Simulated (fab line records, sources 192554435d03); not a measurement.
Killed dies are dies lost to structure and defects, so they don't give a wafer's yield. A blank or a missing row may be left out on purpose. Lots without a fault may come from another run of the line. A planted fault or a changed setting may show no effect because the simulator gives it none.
Which tool did it? | flow n5_finfet | 24 lots, 72 wafers sampled, at 1 step of a route of 1938

WHAT THE GAUGES READ, wafer by wafer
N5_BEOL_M3_OVL_MEAS_29. Usual: V2_OVL -0.4 nm, standard deviation 0.78.
lot  | measured     | on         | V2_OVL (nm)    | flag
L074 | day 7 06:13  | overlay-02 | 0.0 -1.0 -0.7  |
L076 | day 7 06:26  | overlay-02 | -0.8 -1.2 -0.9 |
L075 | day 7 13:17  | overlay-02 | -0.5 -0.9 -0.8 |
L077 | day 7 19:01  | overlay-01 | -0.4 0.3 -0.2  |
L078 | day 7 20:41  | overlay-02 | -0.3 -0.2 -1.3 |
L079 | day 8 14:18  | overlay-01 | -0.7 -1.9 -1.2 |
L081 | day 8 21:40  | overlay-01 | -0.7 0.2 0.9   |
L082 | day 8 23:56  | overlay-01 | -0.2 -0.7 -0.7 |
L080 | day 9 03:54  | overlay-01 | -0.8 -0.7 -1.0 |
L083 | day 9 08:44  | overlay-02 | 1.1 1.3 1.2    |
L084 | day 9 13:49  | overlay-01 | -1.3 -1.3 -0.4 |
L085 | day 10 03:29 | overlay-01 | -1.2 -0.3 -0.6 |
L086 | day 10 06:39 | overlay-01 | -0.4 -1.6 0.5  |
L087 | day 10 16:04 | overlay-01 | -0.2 -0.3 0.4  |
L088 | day 11 00:42 | overlay-01 | -1.1 -1.7 -1.1 |
L090 | day 11 08:20 | overlay-02 | 1.2 0.1 -0.5   |
L089 | day 11 08:44 | overlay-02 | -1.6 -0.8 -1.0 |
L091 | day 11 16:50 | overlay-02 | 0.9 0.4 1.2    |
L092 | day 11 17:17 | overlay-01 | 0.6 0.8 -0.2   |
L093 | day 11 22:59 | overlay-01 | -1.1 0.7 -0.3  |
L094 | day 12 00:06 | overlay-02 | -0.3 -1.2 -1.0 |
L095 | day 12 01:05 | overlay-02 | -0.9 -0.5 -0.3 |
L096 | day 12 22:31 | overlay-02 | 0.1 -0.9 -0.7  |
L097 | day 13 00:21 | overlay-01 | -0.9 -0.9 -0.3 |

WHICH TOOL RAN EACH LOT (tool, then ch and the chambers of the sampled wafers, then the start)
The record holds no process step before these readings.

WHAT THE TOOLS THEMSELVES READ (means of the sampled wafers that have a number; where no wafer has one, the mark that the record gives instead)
The record holds no such reading with a usual standard deviation.

THE ANSWER, worked out from the rows above alone
Rule: a lot is off if the mean of its wafers that have a number lies more than 3 standard deviations from the usual mean. A lot without any number at a reading at which 4 lots or more have one is off too. The other lots that the step has rows for count as sound. The gauges are gone through in route order, then the tools' own readings, and for those a lot's mean is taken as printed above. The first step at which some lot is off is used, and at that step the reading that is off furthest; a lot without a number counts as furthest.
No lot is off at any reading shown: from this, nothing can be told.

WHAT THE SIMULATOR HAD PUT IN
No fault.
